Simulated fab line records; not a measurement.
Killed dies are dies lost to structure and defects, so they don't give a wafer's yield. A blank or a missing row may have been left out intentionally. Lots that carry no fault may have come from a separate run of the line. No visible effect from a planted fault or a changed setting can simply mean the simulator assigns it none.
Matching of chambers || flow n5 finfet || N5_BEOL_M0_DEP_125 on pecvd-04: 3 sister chambers
The step deposits SiCN from 3MS/NH3, target thk 8 nm, time 14 s. 6 wafers are shown with their chamber, then 8 later ones without.

WAFERS, EACH WITH ITS CHAMBER
{"wafer": "L081.1", "chamber": 2, "throttle valve pct (%)": 8.5, "showerhead plenum p Torr (Torr)": 3.685}
{"wafer": "L081.5", "chamber": 0, "throttle valve pct (%)": 10.0, "showerhead plenum p Torr (Torr)": 3.665}
{"wafer": "L083.1", "chamber": 2, "throttle valve pct (%)": 8.0, "showerhead plenum p Torr (Torr)": 3.684}
{"wafer": "L083.3", "chamber": 1, "throttle valve pct (%)": 8.6, "showerhead plenum p Torr (Torr)": 3.645}
{"wafer": "L083.6", "chamber": 0, "throttle valve pct (%)": 9.9, "showerhead plenum p Torr (Torr)": 3.677}
{"wafer": "L086.1", "chamber": 1, "throttle valve pct (%)": 8.6, "showerhead plenum p Torr (Torr)": 3.642}

WAFERS WITHOUT THEIR CHAMBER
{"wafer": "L086.2", "throttle valve pct (%)": 10.0, "showerhead plenum p Torr (Torr)": 3.673}
{"wafer": "L086.6", "throttle valve pct (%)": 8.6, "showerhead plenum p Torr (Torr)": 3.640}
{"wafer": "L094.1", "throttle valve pct (%)": 8.8, "showerhead plenum p Torr (Torr)": 3.642}
{"wafer": "L094.3", "throttle valve pct (%)": 9.8, "showerhead plenum p Torr (Torr)": 3.673}
{"wafer": "L094.4", "throttle valve pct (%)": 8.4, "showerhead plenum p Torr (Torr)": 3.682}
{"wafer": "L096.1", "throttle valve pct (%)": 8.7, "showerhead plenum p Torr (Torr)": 3.678}
{"wafer": "L096.5", "throttle valve pct (%)": 8.4, "showerhead plenum p Torr (Torr)": 3.675}
{"wafer": "L096.6", "throttle valve pct (%)": 10.0, "showerhead plenum p Torr (Torr)": 3.666}

EACH ONE'S CHAMBER
{"wafer": "L086.2", "from the rows above": 0, "in truth": 0}
{"wafer": "L086.6", "from the rows above": 1, "in truth": 1}
{"wafer": "L094.1", "from the rows above": 1, "in truth": 1}
{"wafer": "L094.3", "from the rows above": 0, "in truth": 0}
{"wafer": "L094.4", "from the rows above": 2, "in truth": 2}
{"wafer": "L096.1", "from the rows above": 2, "in truth": 2}
{"wafer": "L096.5", "from the rows above": 2, "in truth": 2}
{"wafer": "L096.6", "from the rows above": 0, "in truth": 0}
Correctly placed: 8 of 8. Not placeable from these rows: 0. Placed wrongly: 0.
How it was worked out, from the rows above alone: a wafer's distance from a chamber is the root of the sum, over the readings, of the square of ((its reading less the chamber's mean) divided by the reading's scatter). If the next closest chamber is less than 2 further off than the closest, the wafer can't be placed; otherwise it belongs to the closest. The mean given for a chamber averages the wafers shown for that chamber. The scatter: take each reading less its chamber's mean, square it, sum over the shown wafers, divide by the number of wafers less the number of chambers, and take the root.
